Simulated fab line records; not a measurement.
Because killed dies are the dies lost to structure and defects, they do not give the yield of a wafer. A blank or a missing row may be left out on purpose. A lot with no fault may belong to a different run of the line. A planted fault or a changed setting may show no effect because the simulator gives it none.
Lot-split experiment ; flow n5_finfet ; 7 lots, 21 wafers read, on a route of 1938 steps

ABOUT THE SPLIT
At N5_BEOL_M1_ETCH_64 (etches SOC in N2/H2, target depth 75 nm, overetch 15 nm, time 112.5 s), the setting source_w was moved away from the recipe's 840 W on 11 of the 21 wafers read, by -12.6% to +14.7%. This setting was run at the recipe's value on the other wafers.

The split's own step is where the reading is taken.

THE READING
rf_vpp_V, in V, at N5_BEOL_M1_ETCH_64 (etches SOC in N2/H2, target depth 75 nm, overetch 15 nm, time 112.5 s). On this fab line, fault-free wafers typically give 524 V with a standard deviation of 3 V.

wafer;tool, chamber at the split;source_w as run, W;against the recipe;rf_vpp_V, V;against lot-mates on the recipe
L076.2;rie_diel-04, 0;762;-9.3%;539;+17
L076.4;rie_diel-04, 1;840;recipe;524;-
L076.5;rie_diel-04, 3;840;recipe;520;-
L083.3;rie_diel-04, 3;950;+13.1%;498;-24
L083.4;rie_diel-04, 0;840;recipe;522;-
L083.5;rie_diel-04, 0;950;+13.1%;500;-22
L086.1;rie_diel-01, 3;963.1;+14.7%;502;-21
L086.3;rie_diel-01, 0;840;recipe;527;-
L086.5;rie_diel-01, 2;840;recipe;519;-
L085.3;rie_diel-02, 3;790.3;-5.9%;535;no lot-mate on the recipe
L085.4;rie_diel-02, 2;790.3;-5.9%;537;no lot-mate on the recipe
L085.5;rie_diel-02, 1;790.3;-5.9%;533;no lot-mate on the recipe
L088.2;rie_diel-02, 1;733.9;-12.6%;546;+21
L088.3;rie_diel-02, 0;733.9;-12.6%;549;+24
L088.6;rie_diel-02, 3;840;recipe;525;-
L089.1;rie_diel-04, 2;797.9;-5.0%;534;+12
L089.3;rie_diel-04, 3;797.9;-5.0%;528;+6
L089.4;rie_diel-04, 0;840;recipe;522;-
L095.2;rie_diel-01, 0;840;recipe;526;-
L095.3;rie_diel-01, 1;840;recipe;529;-
L095.5;rie_diel-01, 2;840;recipe;528;-

THE FIT
A straight line over all 21 wafers: rf_vpp_V changes by -1.77 V for each +1% of source_w; r = -0.98; the points scatter about the line by 3 V.
The same after taking each lot's own level away (the mean of its wafers on the recipe; 18 wafers): -1.7 V for each +1%; r = -0.99; scatter 2.3 V.
The reading moves by 25 V for the largest change in source_w, on that fit.
From 522.0 to 527.7 V: that is the span of the lots' own levels, equal to 1.9 times the standard deviation above.
Consequently the slope shifts little with the lot-to-lot level, the two slopes agreeing.
Check: for one of the wafers moved furthest among these (+14.7%), held out of the fit, the line's prediction against its lot-mates is -25.9 V. It came out at -21 V against them.
Tool readings at the split's step, against how far the setting was moved: rf_vpp_V r = -0.98.

THE OTHER SPLITS THESE WAFERS WENT THROUGH
Note: prior to the reading, these wafers also went through further splits. Each is held against what the fit with the lots' levels taken away leaves over:
other split on the same wafers;wafers away from the commonest value;r with rf_vpp_V (lot level and that fit taken away)
N5_GATE_CUT_ETCH_36 cf4_flow_sccm;7;-0.09
N5_MOL_CONTACT_COAG_VIA_ETCH_46 bias_w;7;-0.31
N5_MOL_CONTACT_COAG_COAT_64 spin_rpm;7;-0.22
N5_BEOL_M0_SAQP_PECVD_96 time_s;7;-0.39
N5_BEOL_M0_SAQP_DEVELOP_13 develop_time_s;5;+0.26

THE WHOLE CHAIN: every reading that the file lists as answering this split, in the file's order
step;what it does;reading;change (the file's fit);r (the file's)
N5_BEOL_M1_ETCH_64;etches SOC in N2/H2, target depth 75 nm, overetch 15 nm, time 112.5 s;rf_vpp_V;-1.67 V for each +1% of the setting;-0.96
N5_BEOL_M1_ETCH_64;etches SOC in N2/H2, target depth 75 nm, overetch 15 nm, time 112.5 s;SiARC_of_BEOL_M1_COAT_62.thk_nm (the simulator's own value, which no gauge read);-0.0374 nm for each +1% of the setting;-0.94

FILE'S OWN FIT
rf_vpp_V changes by -1.67 V for each +1% of source_w, r = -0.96.
